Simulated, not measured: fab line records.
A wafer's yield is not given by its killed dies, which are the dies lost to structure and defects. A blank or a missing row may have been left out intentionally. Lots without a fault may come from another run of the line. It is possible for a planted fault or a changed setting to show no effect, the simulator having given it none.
Matching of chambers ; flow n5Finfet ; rieDiel-06 running N5_BEOL_M3_ETCH_64: 4 sister chambers
The step etches SOC in N2/H2, target depth 75 nm, overetch 15 nm, time 112.5 s. 8 wafers are shown with their chamber, then 9 later ones without.

== EACH WAFER AND ITS CHAMBER ==
wafer;chamber;drypumpMotorCurrentA (A);showerheadPlenumPTorr (Torr)
L089.1;2;5.9;2.50
L089.5;2;5.9;2.50
L089.6;3;6.5;2.64
L090.3;0;5.1;2.41
L090.5;1;6.6;2.70
L091.2;3;6.5;2.64
L091.3;0;5.2;2.41
L091.4;1;6.6;2.69

== WAFERS WITH NO CHAMBER GIVEN ==
wafer;drypumpMotorCurrentA (A);showerheadPlenumPTorr (Torr)
L093.2;6.5;2.63
L093.4;5.2;2.41
L093.6;5.2;2.41
L096.1;5.9;2.49
L096.2;6.5;2.63
L096.3;5.1;2.41
L097.1;5.9;2.49
L097.4;6.5;2.63
L097.5;5.1;2.41

== WHICH CHAMBER EACH ONE RAN IN ==
wafer;from the rows above;in truth
L093.2;3;3
L093.4;0;0
L093.6;0;0
L096.1;2;2
L096.2;3;3
L096.3;0;0
L097.1;2;2
L097.4;3;3
L097.5;0;0
9 of 9 placed correctly. Not placeable from these rows: 0. Wrongly placed: 0.
How it was worked out, from the rows above alone: a wafer's distance from a chamber is the root of the sum, over the readings, of the square of ((its reading less the chamber's mean) divided by the reading's scatter). If the next closest chamber is less than 2 further off than the closest, the wafer can't be placed; otherwise it belongs to the closest. For every chamber, the mean is computed from those of its wafers that are shown. The scatter is the square root of a quotient: the sum, over the shown wafers, of each reading's squared deviation from its chamber's mean, divided by wafers minus chambers.
